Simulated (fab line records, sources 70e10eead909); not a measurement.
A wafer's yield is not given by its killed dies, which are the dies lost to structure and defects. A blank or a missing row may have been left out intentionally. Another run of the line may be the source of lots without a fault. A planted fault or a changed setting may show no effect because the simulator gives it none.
Matching of chambers	flow nand_harc	NHARC_A_CHANNEL_FILL_D2_ETCHBACK_20 on rie_diel-13 has 4 sister chambers
The step etches the open film in C4F8/O2/Ar, target depth 27 nm, time 13.5 s. 8 wafers are shown with their chamber, then 11 later ones without.

== WAFERS PAIRED WITH THEIR CHAMBERS ==
wafer	chamber	rf_vpp_V (V)	oes_product_au (a.u.)
L079.1	3	971	0.989
L081.3	3	970	0.980
L087.1	2	978	0.993
L087.4	0	974	0.984
L089.1	0	974	0.928
L089.3	1	971	0.971
L089.6	1	970	0.961
L090.2	2	979	0.933

== WAFERS MISSING THEIR CHAMBER ==
wafer	rf_vpp_V (V)	oes_product_au (a.u.)
L090.3	969	0.912
L090.6	974	0.917
L092.4	977	0.968
L092.5	971	0.941
L092.6	974	0.961
L094.1	972	0.981
L094.3	971	1.003
L094.4	970	1.018
L095.3	974	0.977
L095.5	972	0.967
L095.6	979	1.016

== WHICH CHAMBER EACH ONE RAN IN ==
wafer	from the rows above	in truth
L090.3	can't be placed: 1 or 3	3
L090.6	0	0
L092.4	2	2
L092.5	can't be placed: 1 or 3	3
L092.6	0	0
L094.1	can't be placed: 3 or 1 or 0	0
L094.3	can't be placed: 3 or 1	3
L094.4	can't be placed: 3 or 1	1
L095.3	0	0
L095.5	can't be placed: 1 or 3 or 0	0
L095.6	2	2
Correct placement for 5 of the 11. From these rows, 6 cannot be placed; in 6 the true chamber is one of the candidates. Placed wrongly: 0.
How it was worked out, from the rows above alone: a wafer's distance from a chamber is the root of the sum, over the readings, of the square of ((its reading less the chamber's mean) divided by the reading's scatter). If the next closest chamber is less than 2 further off than the closest, the wafer can't be placed; otherwise it belongs to the closest. The mean given for a chamber averages the wafers shown for that chamber. How the scatter is found: for the shown wafers, subtract from each reading the mean of its chamber, square and add these, divide the total by (wafers less chambers), then take the root.
